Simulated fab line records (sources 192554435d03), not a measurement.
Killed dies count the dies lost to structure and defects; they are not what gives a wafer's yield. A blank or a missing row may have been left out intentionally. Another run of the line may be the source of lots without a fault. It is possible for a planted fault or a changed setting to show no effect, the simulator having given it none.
Comparing a struck lot with a sound one / flow n5-finfet / 18 steps out of a route of 1938
Sound: the wafers L132.1, L132.4, L132.6. Wafers L127.2, L127.5 were the ones struck. The cause comes at the end.
At each step with rows: each side's tool, then ch and its chambers, then its first start. Under that, the readings that differ: sound wafers / struck wafers / difference of the means / sigmas: that difference in standard deviations of wafers without a fault.
alike: words and numbers the same on both sides, and readings whose means are apart by under 2 such deviations; not compared: readings that were withheld, readings missing a value for some wafer, numbers with overlapping values and no deviation given by the record, and bounds like >300 which may hide the same value.
A row with sigmas, a row that says differs or no value, or rows on one side alone: a step with any of these is where the two part. When numbers do not overlap yet have no deviation, they are printed without sigmas and do not part them. Lack of a reading on every wafer of one side parts them only where that side has two or more wafers.

first, 1 step without rows for these wafers: N5_BEOL_M15_DESCUM_33 (chemistry O2, time 7.9 s).
N5_BEOL_M15_ETCH_61: etches BARC in N2/H2, target depth 89 nm, overetch 26.7 nm, time 67.9 s.
  sound on rie-diel-05 ch 0,1,3, day 17 02:31; struck on rie-diel-06 ch 1,3, day 16 03:23
  alike: chamber-pressure-mTorr, drypump-motor-current-A, n2-flow-sccm, oes-product-au, rf-vpp-V, showerhead-plenum-p-Torr, throttle-valve-pct
  not compared: rf-hours-counter-h
then, 1 step without rows for these wafers: N5_BEOL_M15_TRENCH_ETCH_34 (etches SiO2 in C4F8/O2/Ar, target depth 872.93 nm, time 199 s).
N5_BEOL_M15_STRIP_36: strips in O2.
  sound on rie-diel-06 ch 0,2,3, day 17 02:48; struck on rie-diel-02 ch 0,3, day 16 05:52
  alike: chamber-pressure-mTorr, drypump-motor-current-A, oes-product-au, rf-vpp-V, showerhead-plenum-p-Torr, throttle-valve-pct
  not compared: rf-hours-counter-h
N5_BEOL_M15_STRIP_62: strips in O2.
  sound: rie-diel-06 ch 0,2,3; struck: rie-diel-02 ch 0,3
  alike: chamber-pressure-mTorr, drypump-motor-current-A, oes-product-au, rf-vpp-V, showerhead-plenum-p-Torr, throttle-valve-pct
  not compared: rf-hours-counter-h
then, 6 steps without rows for these wafers: N5_BEOL_M15_STRIP_37 (strips in O2); N5_BEOL_M15_ETCH_38 (etches SiCN in CF4/N2, target depth 106.4 nm, time 120.5 s); N5_BEOL_M15_PRECLEAN_39 (cleans in residue remover, time 60 s); N5_BEOL_M15_SRD_40 (time 30 s, dry time 30 s); N5_BEOL_M15_DEGAS_41 (time 60 s); N5_BEOL_M15_PRE_CLEAN_42 (time 30 s).
N5_BEOL_M15_SPUTTER_43: material TaN, target thk 15 nm, time 24.19 s.
  sound on pvd-sputter-03, day 17 03:40; struck on pvd-sputter-01, day 16 06:35
reading=model.TaN_of_BEOL_M15_SPUTTER_43.thk-nm (nm); sound=15.4 14.8 15.4; struck=4.6 4.4; difference=-10.7; sigmas=
  alike: throttle-valve-pct
N5_BEOL_M15_SPUTTER_44: material Ta, target thk 15 nm, time 24.19 s.
  sound on pvd-sputter-03, day 17 03:44; struck on pvd-sputter-01, day 16 06:40
  alike: throttle-valve-pct
then, 2 steps without rows for these wafers: N5_BEOL_M15_SPUTTER_45 (material Cu, target thk 100 nm, time 16.67 s); N5_BEOL_M15_ECD_47 (material Cu, target thk 1860 nm).
N5_BEOL_M15_ANNEAL_48: time 90 s.
  sound on rtp-anneal-01 ch 0, day 17 04:20; struck on rtp-anneal-01 ch 0, day 16 07:10
  alike: wafer_temp_C_max
N5_BEOL_M15_CMP_49: polishes, stops on SiO2, t overpolish 4.9 s, target thk 850 nm.
  sound on cmp-02 ch 1,2, day 17 04:38; struck on cmp-04 ch 0,3, day 16 07:29
reading=barrier-field-endpoint-s (s); sound=11.7 11.9 12.4; struck=7.3 7.3; difference=-4.7; sigmas=-12
  alike: motor-current-A
N5_BEOL_M15_THK_MEAS_50: measures by xrf.
  sound on film-metro-01, day 17 04:56; struck on film-metro-01, day 16 07:42
  alike: M15_THK

== WHERE THEY PART ==
At N5_BEOL_M15_CMP_49 and nowhere else, as far as this record goes. Later steps at which nothing parts them and some readings are alike: N5_BEOL_M15_THK_MEAS_50.

WHY: whatever the simulator had introduced
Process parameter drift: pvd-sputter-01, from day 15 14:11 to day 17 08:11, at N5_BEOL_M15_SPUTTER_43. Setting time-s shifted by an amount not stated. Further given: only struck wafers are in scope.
